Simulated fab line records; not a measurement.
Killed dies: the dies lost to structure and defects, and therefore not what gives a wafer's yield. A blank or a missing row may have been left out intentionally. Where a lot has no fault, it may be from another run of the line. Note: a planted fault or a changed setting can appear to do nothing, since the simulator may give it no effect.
fab line records	flow n5Finfet
record: lots: 6	wafers: 18	lastDay: 18
route steps=1938 shown BEOL_M1@821 BEOL_M4@1111 PASSIVATION@1936
lots untouched by any fault: they come from a run of this same line in which no faults occurred
startH: start of the lot's first displayed wafer, in hours after the record's first day	waitH: hours since the lot's step before	" repeats the value in the row above	L1.1+2: a row that stands for several wafers	- either no value or no given start	* or withheld: withheld	< > ~ a bound
route shown NAME@n: a module of which the file shows steps, and the number in the route of the first	usual: average and standard deviation across the fault-free wafers	same: alike in all rows	chamber/n: place in a boat	sites: the reading at each site	_std_site: how widely they spread, as a standard deviation	_edge_site: mean of outer sites minus mean of inner sites	radiusMm: for every site, how far away it sits from the centre of the wafer	mask NAME#n: copy n	behind: the tool/chamber that last shaped the wafer	hold: what put the lot on hold/how long, in hours/how the hold closed	device: which transistor (n, p or np) failed to switch	end of line: at the end of the route, the tests of the same wafers	a step with no rows: only its recipe	killed: the dies lost at the first sort to structure and to defects; this is not the yield of the wafer	map: shows each die of a wafer: x if killed, . if not, _ if none is there
set.NAME: the setting that was run; set.NAME@STEP: the one run at that earlier step	model.NAME: the simulator's own value behind a step, which no gauge read
lots at selected steps of the route; one table per step, one row per wafer
services: when a tool's chamber went out of use (startH, in hours from the record's first day, below 0 if earlier), for how many hours, and the reason
== steps ==
step: N5_BEOL_M1_ANNEAL_87
recipe: tempC: 400	timeS: 240	ambient: vacuum
usual: heaterPowerW: 831/80
lot.wafer	tool	chamber	startH	waitH	heaterPowerW
L639.3	pvdSputter-02	-	128.16	0.0	840
L639.4	"	-	"	"	807
L639.6	"	-	"	"	821
L641.4	pvdSputter-01	-	134.99	0.0	732
L641.5	"	-	"	"	812
L641.6	"	-	"	"	939
L651.1	pvdSputter-02	-	207.56	0.0	812
L651.2	"	-	"	"	875
L651.6	"	-	"	"	792
L652.1	pvdSputter-03	-	209.89	0.0	821
L652.2	"	-	"	"	834
L652.6	"	-	"	"	1009
L653.3	pvdSputter-01	-	216.13	0.0	814
L653.4	"	-	"	"	947
L653.6	"	-	"	"	761
L661.2	pvdSputter-02	-	286.66	0.0	837
L661.4	"	-	"	"	801
L661.6	"	-	"	"	811
step: N5_BEOL_M1_SPUTTER_88
recipe: material: Cu	targetThkA: 45	tempC: -20	chamberPressurePa: 0.07	powerW: withheld	timeS: 8.29
step: N5_BEOL_M1_ANNEAL_89
recipe: tempC: 400	timeS: 240	ambient: vacuum
usual: heaterPowerW: 834/82
lot.wafer	tool	chamber	startH	waitH	heaterPowerW
L639.3	pvdSputter-02	-	128.38	0.0	842
L639.4	"	-	"	"	830
L639.6	"	-	"	"	818
L641.4	pvdSputter-01	-	135.21	0.0	732
L641.5	"	-	"	"	789
L641.6	"	-	"	"	930
L651.1	pvdSputter-02	-	207.78	0.0	803
L651.2	"	-	"	"	870
L651.6	"	-	"	"	785
L652.1	pvdSputter-03	-	210.11	0.0	805
L652.2	"	-	"	"	820
L652.6	"	-	"	"	1020
L653.3	pvdSputter-01	-	216.35	0.0	779
L653.4	"	-	"	"	971
L653.6	"	-	"	"	761
L661.2	pvdSputter-02	-	286.88	0.0	872
L661.4	"	-	"	"	817
L661.6	"	-	"	"	827
step: N5_BEOL_M1_SPUTTER_90
recipe: material: Cu	targetThkA: 45	tempC: -20	chamberPressurePa: 0.07	powerW: withheld	timeS: 8.29
step: N5_BEOL_M1_ANNEAL_91
recipe: tempC: 400	timeS: 240	ambient: vacuum
step: N5_BEOL_M1_SPUTTER_92
recipe: material: Cu	targetThkA: 45	tempC: -20	chamberPressurePa: 0.07	powerW: withheld	timeS: 8.29
step: N5_BEOL_M1_ANNEAL_93
recipe: tempC: 400	timeS: 240	ambient: vacuum
usual: heaterPowerW: 834/80
lot.wafer	tool	chamber	startH	waitH	heaterPowerW
L639.3	pvdSputter-02	-	128.82	0.0	857
L639.4	"	-	"	"	815
L639.6	"	-	"	"	793
L641.4	pvdSputter-01	-	135.65	0.0	754
L641.5	"	-	"	"	789
L641.6	"	-	"	"	943
L651.1	pvdSputter-02	-	208.22	0.0	806
L651.2	"	-	"	"	867
L651.6	"	-	"	"	788
L652.1	pvdSputter-03	-	210.55	0.0	853
L652.2	"	-	"	"	822
L652.6	"	-	"	"	1044
L653.3	pvdSputter-01	-	216.79	0.0	796
L653.4	"	-	"	"	935
L653.6	"	-	"	"	789
L661.2	pvdSputter-02	-	287.32	0.0	857
L661.4	"	-	"	"	797
L661.6	"	-	"	"	826
step: N5_BEOL_M1_SPUTTER_94
recipe: material: Cu	targetThkA: 45	tempC: -20	chamberPressurePa: 0.07	powerW: withheld	timeS: 8.29
step: N5_BEOL_M1_ANNEAL_95
recipe: tempC: 400	timeS: 240	ambient: vacuum
usual: heaterPowerW: 832/81
lot.wafer	tool	chamber	startH	waitH	heaterPowerW
L639.3	pvdSputter-02	-	129.04	0.0	876
L639.4	"	-	"	"	833
L639.6	"	-	"	"	801
L641.4	pvdSputter-01	-	135.87	0.0	737
L641.5	"	-	"	"	809
L641.6	"	-	"	"	939
L651.1	pvdSputter-02	-	208.44	0.0	837
L651.2	"	-	"	"	822
L651.6	"	-	"	"	813
L652.1	pvdSputter-03	-	210.77	0.0	845
L652.2	"	-	"	"	809
L652.6	"	-	"	"	1058
L653.3	pvdSputter-01	-	217.01	0.0	790
L653.4	"	-	"	"	920
L653.6	"	-	"	"	773
L661.2	pvdSputter-02	-	287.54	0.0	859
L661.4	"	-	"	"	819
L661.6	"	-	"	"	831
step: N5_BEOL_M1_SPUTTER_96
recipe: material: Cu	targetThkA: 45	tempC: -20	chamberPressurePa: 0.07	powerW: withheld	timeS: 8.29
step: N5_BEOL_M1_ECD_50
recipe: material: Cu	targetThkA: 3000
step: N5_BEOL_M1_ANNEAL_51
recipe: tempC: 225	timeS: 90	ambient: N2
usual: annealTempCMax: 226.10/0.27	wafer_temp_C_max: 226.6/0.47
lot.wafer	tool	chamber	startH	waitH	annealTempCMax	wafer_temp_C_max
L639.3	rtpAnneal-01	0	129.46	0.1	226.63	226.2
L639.4	"	0	"	"	226.63	226.0
L639.6	"	0	"	"	226.32	226.1
L641.4	rtpAnneal-01	0	136.51	0.3	226.24	226.3
L641.5	"	0	"	"	226.10	226.2
L641.6	"	0	"	"	226.61	226.3
L651.1	rtpAnneal-01	0	209.45	0.7	226.24	226.1
L651.2	"	0	"	"	226.15	226.2
L651.6	"	0	"	"	226.29	226.5
L652.1	rtpAnneal-02	0	211.11	0.1	225.85	226.5
L652.2	"	0	"	"	225.49	227.0
L652.6	"	0	"	"	225.95	226.5
L653.3	rtpAnneal-02	0	217.44	0.1	226.11	226.6
L653.4	"	0	"	"	225.96	227.7
L653.6	"	0	"	"	225.77	226.9
L661.2	rtpAnneal-01	0	287.92	0.1	226.17	225.9
L661.4	"	0	"	"	226.42	226.3
L661.6	"	0	"	"	226.22	226.4
step: N5_BEOL_M1_CMP_52
recipe: stopOn: SiOC	tOverpolishS: 6.8	downForcePsi: 1	platenRpm: 50	clearingPlatenDownForcePsi: 1.5	clearingPlatenRpm: 50	postCmpClean: cuAlkaline	targetThkNm: 40	clearingPlatenPadVelocityMS: 0.99484	padVelocityMS: 0.99484
usual: barrierFieldEndpointS: 25.1/0.84	motorCurrentA: 6.3/0.8	overpolishRunS: 6.801/0.0091	timeToEndpointS: 63/4.1
same: tOverpolishS: 6.8
lot.wafer	tool	chamber	startH	waitH	barrierFieldEndpointS	motorCurrentA	overpolishRunS	timeToEndpointS
L639.4	cmp-03	1	129.67	0.1	25.3	6.3	6.797	66
L639.3	"	2	"	"	23.9	6.1	6.797	57
L639.6	"	2	"	"	24.9	5.9	6.813	60
L641.4	cmp-02	1	136.71	0.2	27.1	6.5	6.812	70
L641.5	"	0	"	"	25.4	6.4	6.799	62
L641.6	"	1	"	"	26.4	6.5	6.788	66
L651.1	cmp-02	0	209.76	0.3	41.4	6.2	0.039	81
L651.2	"	2	"	"	41.4	4.9	0.044	81
L651.6	"	0	"	"	41.4	6.6	0.031	81
L652.1	cmp-01	0	211.44	0.3	23.9	6.2	6.788	60
L652.2	"	2	"	"	25.4	7.3	6.786	64
L652.6	"	3	"	"	24.4	7.9	6.795	63
L653.3	cmp-02	3	217.73	0.3	41.4	6.1	0.033	80
L653.4	"	0	"	"	41.4	6.4	0.036	81
L653.6	"	1	"	"	41.4	6.3	0.038	82
L661.2	cmp-01	1	288.21	0.2	23.6	6.8	6.798	57
L661.4	"	2	"	"	25.4	7.0	6.802	62
L661.6	"	1	"	"	24.6	6.2	6.804	59
step: N5_BEOL_M1_THK_MEAS_53
recipe: thkMeasGauge: xrf	reads: Cu_of_BEOL_M1_ECD_50
usual: M1_THK: 39.8/1.9
lot.wafer	tool	chamber	startH	waitH	M1_THK[nm]
L639.3	filmMetro-02	-	129.96	-	38.5
L639.4	"	-	"	"	38.7
L639.6	"	-	"	"	38.9
L641.4	filmMetro-02	-	136.97	-	42.2
L641.5	"	-	"	"	38.6
L641.6	"	-	"	"	43.4
L651.1	filmMetro-01	-	210.05	-	142.1
L651.2	"	-	"	"	145.7
L651.6	"	-	"	"	158.9
L652.1	filmMetro-02	-	211.70	-	37.4
L652.2	"	-	"	"	40.3
L652.6	"	-	"	"	38.9
L653.3	filmMetro-02	-	217.95	-	144.1
L653.4	"	-	"	"	149.1
L653.6	"	-	"	"	146.8
L661.2	filmMetro-02	-	288.46	-	38.9
L661.4	"	-	"	"	41.6
L661.6	"	-	"	"	40.5
step: N5_BEOL_M1_PRE_CLEAN_60
recipe: gas: NH3/H2	timeS: 15	tempC: *	rfPowerW: 300
step: N5_BEOL_M1_CO_CAP_55
recipe: material: Co	targetThkA: 20	tempC: 200	precursor: CCTBA/H2	pressureTorr: 30	timeS: 102.1
step: N5_BEOL_M1_PRE_CLEAN_56
recipe: gas: NH3	timeS: 15	tempC: withheld	rfPowerW: 300
step: N5_BEOL_M1_DEP_57
recipe: material: SiCN	targetThkA: 80	tempC: withheld	precursor: 3MS/NH3	pressureTorr: 3	rfW: 202	timeS: 14
step: N5_BEOL_M1_INSPECT_59
recipe: inspectInstrument: darkfield	mode: postDep
usual: rawDefectCount: 67/22
lot.wafer	tool	chamber	startH	waitH	rawDefectCount
L639.3	defectInspect-02	-	130.25	0.0	53
L639.4	"	-	"	"	63
L639.6	"	-	"	"	57
L641.4	defectInspect-02	-	137.26	0.0	94
L641.5	"	-	"	"	56
L641.6	"	-	"	"	54
L651.1	defectInspect-02	-	210.42	0.0	1539
L651.2	"	-	"	"	1539
L651.6	"	-	"	"	1601
L652.1	defectInspect-02	-	212.23	0.0	48
L652.2	"	-	"	"	56
L652.6	"	-	"	"	87
L653.3	defectInspect-01	-	218.30	0.0	1559
L653.4	"	-	"	"	1508
L653.6	"	-	"	"	1511
L661.2	defectInspect-02	-	288.75	0.0	70
L661.4	"	-	"	"	58
L661.6	"	-	"	"	89
step: N5_BEOL_M4_RC_MEAS_101
usual: DIBL_N: 36.2/2.2	DIBL_P: 36.5/3	IOFF_N: 0.16/0.039	IOFF_P: 0.22/0.047	ION_N: 675/15	ION_P: 463/10	SS_N: 71.6/0.71	SS_P: 73.4/0.94	VT_N: 250/3.6	VT_P: -250/3.9
lot.wafer	tool	chamber	startH	waitH	DIBL_N[mV/V]	DIBL_P[mV/V]	IOFF_N[nA/um]	IOFF_P[nA/um]	ION_N[uA/um]	ION_P[uA/um]	SS_N[mV/dec]	SS_P[mV/dec]	VT_N[mV]	VT_P[mV]
L639.3	prober-01	0	161.71	0.3	38.6	38.4	0.23	0.26	684	464	73.1	73.2	246	-247
L639.4	"	0	"	"	36.0	35.5	0.16	0.20	669	457	71.9	73.2	252	-251
L639.6	"	0	"	"	36.1	35.4	0.17	0.20	673	453	71.7	73.3	249	-252
L641.4	prober-02	0	169.66	0.5	38.1	38.6	0.17	0.26	667	463	72.4	74.0	249	-246
L641.5	"	0	"	"	38.4	38.9	0.20	0.27	676	465	71.6	74.4	248	-246
L641.6	"	0	"	"	35.7	35.0	0.14	0.19	675	466	71.4	73.2	251	-250
L652.1	prober-02	0	256.35	0.0	35.2	33.2	0.12	0.15	659	448	70.9	71.6	254	-255
L652.2	"	0	"	"	36.1	34.5	0.13	0.16	677	460	71.1	72.7	254	-257
L652.6	"	0	"	"	36.9	36.0	0.14	0.18	680	466	71.4	73.3	253	-253
L661.2	prober-02	0	317.39	0.2	36.9	35.4	0.16	0.19	691	472	70.5	73.5	251	-252
L661.4	"	0	"	"	36.2	34.3	0.13	0.17	653	449	72.0	73.8	252	-253
L661.6	"	0	"	"	39.9	39.3	0.20	0.25	684	471	72.5	74.0	248	-251
step: N5_PASSIVATION_PROBE_49
usual: defectLimitedYield: 91.5/1.5	killed_at_M0_to_M3: 32/10	killed_at_M4_up: 13/4.9	killedAtContacts: 13/6.1	killedAtFrontEnd: 38/11	killedAtOther: 3/3.2	killedDies: 101/18	killedOnRim: 13/4.4	killedOpen: 66/13	killedShort: 32/8.3	sort_bin_5_function: 5.0/1	sort_bin_6_memory: 3.2/0.74	sortNPass: 1078/22	sortYieldPct: 91.3/1.9
same: grossDies: 1180	killedAtBackSide: 0	sort_bin_4_leakage[%]: 0	sort_bin_8_speed[%]: 0
lot.wafer	tool	chamber	startH	waitH	defectLimitedYield[%]	killed_at_M0_to_M3	killed_at_M4_up	killedAtContacts	killedAtFrontEnd	killedAtOther	killedDies	killedOnRim	killedOpen	killedShort	sort_bin_5_function[%]	sort_bin_6_memory[%]	sortNPass	sortYieldPct[%]
L639.3	prober-02	-	269.23	0.1	87.5	73	6	18	45	5	147	13	97	48	7.7	4.3	1033	87.5
L639.4	prober-02	-	269.28	0.2	88.7	42	24	25	41	1	133	15	93	36	7.0	4.0	1047	88.7
L639.6	prober-02	-	269.38	0.3	89.9	30	11	7	68	3	119	17	78	40	7.1	2.8	1061	89.9
L641.4	prober-01	-	281.58	0.2	93.8	22	7	10	34	0	73	8	48	24	3.9	2.0	1107	93.8
L641.5	prober-01	-	281.63	0.2	91.9	26	18	27	22	3	96	20	64	31	4.4	3.1	1084	91.9
L641.6	prober-01	-	281.68	0.3	92.5	34	5	12	36	1	88	11	47	33	3.7	3.5	1092	92.5
L651.1	prober-02	-	352.72	0.0	0	1118	9	13	37	3	1180	152	55	26	5.1	1.8	0	0
L651.2	prober-02	-	352.77	0.1	0	1116	21	10	28	5	1180	152	65	22	3.7	3.5	0	0
L651.6	prober-02	-	352.97	0.3	0	1122	7	17	31	3	1180	152	64	35	5.2	3.0	0	0
L653.3	prober-01	-	356.75	0.1	0	1128	7	11	34	0	1180	152	55	20	3.6	2.6	0	0
L653.4	prober-01	-	356.80	0.2	0	1114	6	15	42	3	1180	152	57	31	3.7	3.6	0	0
L653.6	prober-01	-	356.90	0.3	0	1118	11	14	36	1	1180	152	52	30	5.0	1.9	0	0
L652.1	prober-02	-	361.15	0.0	91.9	40	14	9	32	1	96	14	66	27	4.7	3.5	1084	91.9
L652.2	prober-02	-	361.20	0.1	91.1	33	15	14	43	0	105	17	65	30	5.3	2.8	1075	91.1
L652.6	prober-02	-	361.40	0.3	90.2	50	15	16	34	1	116	14	78	38	6.1	3.6	1064	90.2
L661.2	prober-02	-	420.00	0.1	90.3	42	16	22	31	3	114	13	75	34	5.4	3.7	1066	90.3
L661.4	prober-02	-	420.10	0.2	91.1	36	10	15	44	0	105	22	62	36	5.4	2.5	1075	91.1
L661.6	prober-02	-	420.20	0.3	91.8	41	14	19	21	2	97	13	67	29	5.0	3.1	1083	91.8
killed by level:class
L639.3 BEOL_M1:geometricParticle:open=22 BEOL_M0_SAQP:geometricParticle:open=18 MOL_CONTACT_COAG:geometricParticle:open=13 BEOL_M0_SAQP:geometricParticle:short=12 FIN_SAQP:geometricParticle:open=7 GATE_CUT:geometricParticle:short=7 BEOL_M2:geometricParticle:open=7 FIN_SAQP:geometricParticle:short=6
L639.4 MOL_CONTACT_COAG:geometricParticle:open=16 BEOL_M4:geometricParticle:open=13 FIN_SAQP:geometricParticle:open=12 BEOL_M2:geometricParticle:open=12 BEOL_M0_SAQP:geometricParticle:short=9 BEOL_M3:geometricParticle:open=8 MOL_CONTACT_COAG:geometricParticle:short=7 STI_FIN_REVEAL:geometricParticle:open=5
L639.6 STI_FIN_REVEAL:geometricParticle:open=21 FIN_SAQP:geometricParticle:short=10 FIN_SAQP:geometricParticle:open=8 BEOL_M0_SAQP:geometricParticle:short=7 GATE_CUT:geometricParticle:short=6 GATE_CUT:geometricParticle:open=6 DUMMY_GATE:geometricParticle:open=5 BEOL_M0_SAQP:geometricParticle:open=5
L641.4 STI_FIN_REVEAL:geometricParticle:open=14 MOL_CONTACT_COAG:geometricParticle:open=8 BEOL_M1:geometricParticle:open=6 STARTING-WAFER:geometricParticle:short=5 BEOL_M3:geometricParticle:open=5 STARTING-WAFER:geometricParticle:open=3 BEOL_M4:geometricParticle:open=3 GATE_CUT:geometricParticle:short=3
L641.5 MOL_CONTACT_COAG:geometricParticle:open=19 MOL_CONTACT_COAG:geometricParticle:short=8 BEOL_M1:geometricParticle:open=8 BEOL_M4:geometricParticle:open=8 BEOL_M0_SAQP:geometricParticle:open=5 BEOL_M2:geometricParticle:open=4 BEOL_M5:geometricParticle:open=4 FIN_SAQP:geometricParticle:open=3
L641.6 STI_FIN_REVEAL:geometricParticle:open=11 GATE_CUT:geometricParticle:short=7 MOL_CONTACT_COAG:geometricParticle:open=7 BEOL_M1:geometricParticle:open=6 BEOL_M0_SAQP:geometricParticle:open=6 BEOL_M0_SAQP:geometricParticle:short=6 STARTING-WAFER:geometricParticle:short=5 MOL_CONTACT_COAG:geometricParticle:short=4
L651.1 BEOL_M1:areaCmp=1099 MOL_CONTACT_COAG:geometricParticle:open=12 FIN_SAQP:geometricParticle:short=6 DUMMY_GATE:geometricParticle:open=6 GATE_CUT:geometricParticle:short=6 BEOL_M1:geometricParticle:open=5 FIN_SAQP:geometricParticle:open=3 SPACER0:geometricParticle:open=3
L651.2 BEOL_M1:areaCmp=1093 MOL_CONTACT_COAG:geometricParticle:open=9 BEOL_M4:geometricParticle:open=8 DUMMY_GATE:geometricParticle:open=7 BEOL_M0_SAQP:geometricParticle:open=7 BEOL_M8:geometricParticle:open=6 FIN_SAQP:geometricParticle:open=4 STI_FIN_REVEAL:geometricParticle:open=4
L651.6 BEOL_M1:areaCmp=1080 MOL_CONTACT_COAG:geometricParticle:open=14 BEOL_M0_SAQP:geometricParticle:short=14 BEOL_M0_SAQP:geometricParticle:open=13 GATE_CUT:geometricParticle:short=8 BEOL_M3:geometricParticle:open=6 STI_FIN_REVEAL:geometricParticle:open=4 BEOL_M2:geometricParticle:open=4
L653.3 BEOL_M1:areaCmp=1105 STI_FIN_REVEAL:geometricParticle:open=10 MOL_CONTACT_COAG:geometricParticle:open=9 BEOL_M0_SAQP:geometricParticle:short=8 BEOL_M0_SAQP:geometricParticle:open=5 FIN_SAQP:geometricParticle:open=4 SPACER0:geometricParticle:open=4 BEOL_M0:geometricParticle:open=4
L653.4 BEOL_M1:areaCmp=1090 MOL_CONTACT_COAG:geometricParticle:open=10 FIN_SAQP:geometricParticle:open=9 BEOL_M0_SAQP:geometricParticle:short=8 STI_FIN_REVEAL:geometricParticle:open=7 STI_FIN_REVEAL:geometricParticle:short=6 MOL_CONTACT_COAG:geometricParticle:short=5 BEOL_M3:geometricParticle:open=5
L653.6 BEOL_M1:areaCmp=1096 FIN_SAQP:geometricParticle:short=7 FIN_SAQP:geometricParticle:open=7 MOL_CONTACT_COAG:geometricParticle:open=7 MOL_CONTACT_COAG:geometricParticle:short=7 BEOL_M3:geometricParticle:open=7 STI_FIN_REVEAL:geometricParticle:open=6 BEOL_M0_SAQP:geometricParticle:short=5
L652.1 BEOL_M0_SAQP:geometricParticle:short=12 STI_FIN_REVEAL:geometricParticle:open=11 BEOL_M3:geometricParticle:open=9 MOL_CONTACT_COAG:geometricParticle:open=7 FIN_SAQP:geometricParticle:open=5 BEOL_M2:geometricParticle:open=5 BEOL_M5:geometricParticle:open=5 BEOL_M0_SAQP:geometricParticle:open=4
L652.2 FIN_SAQP:geometricParticle:short=13 MOL_CONTACT_COAG:geometricParticle:open=11 BEOL_M0_SAQP:geometricParticle:open=10 HKMG_FIN:areaEtch=8 FIN_SAQP:geometricParticle:open=7 BEOL_M3:geometricParticle:open=6 STI_FIN_REVEAL:geometricParticle:open=5 BEOL_M1:geometricParticle:open=5
L652.6 MOL_CONTACT_COAG:geometricParticle:open=14 BEOL_M0_SAQP:geometricParticle:open=14 BEOL_M0_SAQP:geometricParticle:short=10 BEOL_M3:geometricParticle:open=10 FIN_SAQP:geometricParticle:short=6 STI_FIN_REVEAL:geometricParticle:open=6 FIN_SAQP:geometricParticle:open=5 BEOL_M3:geometricParticle:short=5
L661.2 MOL_CONTACT_COAG:geometricParticle:open=16 FIN_SAQP:geometricParticle:short=10 BEOL_M3:geometricParticle:open=10 BEOL_M1:geometricParticle:open=9 BEOL_M2:geometricParticle:open=9 FIN_SAQP:geometricParticle:open=6 MOL_CONTACT_COAG:geometricParticle:short=6 BEOL_M0_SAQP:geometricParticle:short=5
L661.4 MOL_CONTACT_COAG:geometricParticle:open=11 FIN_SAQP:geometricParticle:short=9 BEOL_M2:geometricParticle:open=8 BEOL_M3:geometricParticle:open=8 FIN_SAQP:geometricParticle:open=7 BEOL_M3:geometricParticle:short=7 HKMG_FIN:areaEtch=7 STI_FIN_REVEAL:geometricParticle:open=4
L661.6 MOL_CONTACT_COAG:geometricParticle:open=14 BEOL_M2:geometricParticle:open=11 BEOL_M3:geometricParticle:open=8 BEOL_M1:geometricParticle:open=7 BEOL_M0_SAQP:geometricParticle:short=6 BEOL_M5:geometricParticle:open=6 STI_FIN_REVEAL:geometricParticle:open=5 MOL_CONTACT_COAG:geometricParticle:short=5
map L651.1 (x killed, . not)
_________________xxxxxxxxxxxx________________
______________xxxxxxxxxxxxxxxxxx_____________
___________xxxxxxxxxxxxxxxxxxxxxxxx__________
__________xxxxxxxxxxxxxxxxxxxxxxxxxx_________
________xxxxxxxxxxxxxxxxxxxxxxxxxxxxxx_______
_______xxxxxxxxxxxxxxxxxxxxxxxxxxxxxxxx______
______xxxxxxxxxxxxxxxxxxxxxxxxxxxxxxxxxx_____
_____xxxxxxxxxxxxxxxxxxxxxxxxxxxxxxxxxxxx____
____xxxxxxxxxxxxxxxxxxxxxxxxxxxxxxxxxxxxxx___
___xxxxxxxxxxxxxxxxxxxxxxxxxxxxxxxxxxxxxxxx__
___xxxxxxxxxxxxxxxxxxxxxxxxxxxxxxxxxxxxxxxx__
__xxxxxxxxxxxxxxxxxxxxxxxxxxxxxxxxxxxxxxxxxx_
__xxxxxxxxxxxxxxxxxxxxxxxxxxxxxxxxxxxxxxxxxx_
_xxxxxxxxxxxxxxxxxxxxxxxxxxxxxxxxxxxxxxxxxxxx
_xxxxxxxxxxxxxxxxxxxxxxxxxxxxxxxxxxxxxxxxxxxx
_xxxxxxxxxxxxxxxxxxxxxxxxxxxxxxxxxxxxxxxxxxxx
_xxxxxxxxxxxxxxxxxxxxxxxxxxxxxxxxxxxxxxxxxxxx
_xxxxxxxxxxxxxxxxxxxxxxxxxxxxxxxxxxxxxxxxxxxx
_xxxxxxxxxxxxxxxxxxxxxxxxxxxxxxxxxxxxxxxxxxxx
_xxxxxxxxxxxxxxxxxxxxxxxxxxxxxxxxxxxxxxxxxxxx
_xxxxxxxxxxxxxxxxxxxxxxxxxxxxxxxxxxxxxxxxxxxx
__xxxxxxxxxxxxxxxxxxxxxxxxxxxxxxxxxxxxxxxxxx_
__xxxxxxxxxxxxxxxxxxxxxxxxxxxxxxxxxxxxxxxxxx_
___xxxxxxxxxxxxxxxxxxxxxxxxxxxxxxxxxxxxxxxx__
___xxxxxxxxxxxxxxxxxxxxxxxxxxxxxxxxxxxxxxxx__
____xxxxxxxxxxxxxxxxxxxxxxxxxxxxxxxxxxxxxx___
_____xxxxxxxxxxxxxxxxxxxxxxxxxxxxxxxxxxxx____
______xxxxxxxxxxxxxxxxxxxxxxxxxxxxxxxxxx_____
_______xxxxxxxxxxxxxxxxxxxxxxxxxxxxxxxx______
________xxxxxxxxxxxxxxxxxxxxxxxxxxxxxx_______
__________xxxxxxxxxxxxxxxxxxxxxxxxxx_________
___________xxxxxxxxxxxxxxxxxxxxxxxx__________
______________xxxxxxxxxxxxxxxxxx_____________
_________________xxxxxxxxxxxx________________
map L653.3 (x killed, . not)
_________________xxxxxxxxxxxx________________
______________xxxxxxxxxxxxxxxxxx_____________
___________xxxxxxxxxxxxxxxxxxxxxxxx__________
__________xxxxxxxxxxxxxxxxxxxxxxxxxx_________
________xxxxxxxxxxxxxxxxxxxxxxxxxxxxxx_______
_______xxxxxxxxxxxxxxxxxxxxxxxxxxxxxxxx______
______xxxxxxxxxxxxxxxxxxxxxxxxxxxxxxxxxx_____
_____xxxxxxxxxxxxxxxxxxxxxxxxxxxxxxxxxxxx____
____xxxxxxxxxxxxxxxxxxxxxxxxxxxxxxxxxxxxxx___
___xxxxxxxxxxxxxxxxxxxxxxxxxxxxxxxxxxxxxxxx__
___xxxxxxxxxxxxxxxxxxxxxxxxxxxxxxxxxxxxxxxx__
__xxxxxxxxxxxxxxxxxxxxxxxxxxxxxxxxxxxxxxxxxx_
__xxxxxxxxxxxxxxxxxxxxxxxxxxxxxxxxxxxxxxxxxx_
_xxxxxxxxxxxxxxxxxxxxxxxxxxxxxxxxxxxxxxxxxxxx
_xxxxxxxxxxxxxxxxxxxxxxxxxxxxxxxxxxxxxxxxxxxx
_xxxxxxxxxxxxxxxxxxxxxxxxxxxxxxxxxxxxxxxxxxxx
_xxxxxxxxxxxxxxxxxxxxxxxxxxxxxxxxxxxxxxxxxxxx
_xxxxxxxxxxxxxxxxxxxxxxxxxxxxxxxxxxxxxxxxxxxx
_xxxxxxxxxxxxxxxxxxxxxxxxxxxxxxxxxxxxxxxxxxxx
_xxxxxxxxxxxxxxxxxxxxxxxxxxxxxxxxxxxxxxxxxxxx
_xxxxxxxxxxxxxxxxxxxxxxxxxxxxxxxxxxxxxxxxxxxx
__xxxxxxxxxxxxxxxxxxxxxxxxxxxxxxxxxxxxxxxxxx_
__xxxxxxxxxxxxxxxxxxxxxxxxxxxxxxxxxxxxxxxxxx_
___xxxxxxxxxxxxxxxxxxxxxxxxxxxxxxxxxxxxxxxx__
___xxxxxxxxxxxxxxxxxxxxxxxxxxxxxxxxxxxxxxxx__
____xxxxxxxxxxxxxxxxxxxxxxxxxxxxxxxxxxxxxx___
_____xxxxxxxxxxxxxxxxxxxxxxxxxxxxxxxxxxxx____
______xxxxxxxxxxxxxxxxxxxxxxxxxxxxxxxxxx_____
_______xxxxxxxxxxxxxxxxxxxxxxxxxxxxxxxx______
________xxxxxxxxxxxxxxxxxxxxxxxxxxxxxx_______
__________xxxxxxxxxxxxxxxxxxxxxxxxxx_________
___________xxxxxxxxxxxxxxxxxxxxxxxx__________
______________xxxxxxxxxxxxxxxxxx_____________
_________________xxxxxxxxxxxx________________
== services ==
tool	chamber	startH	hours	kind
cmp-02	-	105.34	8.4	pm
cmp-01	-	110.09	5.6	pm
cmp-02	-	120.21	4.8	pm
pvdSputter-03	-	121.47	2.2	repair
cmp-02	-	125.63	1.4	repair
cmp-01	-	135.99	0.7	repair
cmp-02	-	152.67	0.9	repair
pvdSputter-02	-	174.82	1.6	repair
cmp-03	-	198.74	14.5	pm
cmp-01	-	214.55	4.0	pm
cmp-01	-	218.55	-	consumableReplace:conditioner
cmp-01	-	218.55	-	consumableReplace:pad
cmp-03	-	223.03	0.7	repair
cmp-02	-	239.18	8.5	repair
cmp-02	-	273.72	4.0	pm
cmp-02	-	277.72	-	consumableReplace:conditioner
cmp-02	-	277.72	-	consumableReplace:pad
== key ==
firstSign: step: N5_BEOL_M1_CMP_52	reading: overpolishRunS	direction: down	sigmas: 99+	usual: 6.801	struck: 0.037
effect: step: N5_BEOL_M1_CMP_52	reading: barrierFieldEndpointS	direction: up	sigmas: 19	usual: 25.1	struck: 41.4
effect: step: N5_BEOL_M1_THK_MEAS_53	reading: M1_THK	direction: up	sigmas: 57	usual: 39.8	struck: 147.8
effect: step: N5_BEOL_M1_INSPECT_59	reading: rawDefectCount	direction: up	sigmas: 66	usual: 67	struck: 1543
effect: step: N5_PASSIVATION_PROBE_49	reading: killed_at_M0_to_M3	direction: up	sigmas: 99+	usual: 32	struck: 1119
moreKillsBornAt: N5_BEOL_M1_CMP_52@cmp-02: 6563
metAt N5_BEOL_M1_CMP_52
struckWafers L651.1,L651.2,L651.6,L653.3,L653.4,L653.6
laterRowsLeftOut L651.1,L651.2,L651.6,L653.3,L653.4,L653.6
onsetBetween 136.71 209.76
fault: kind: processParameterDrift	tool: cmp-02	chamber: -	onsetH: 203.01	steps: N5_BEOL_M1_CMP_52	channel: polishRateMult	offset: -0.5	shape: step	endH: 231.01
laterRowsLeftOut: the simulator's readings of these wafers behind a module that went badly wrong aren't trusted and aren't shown, but for the sort
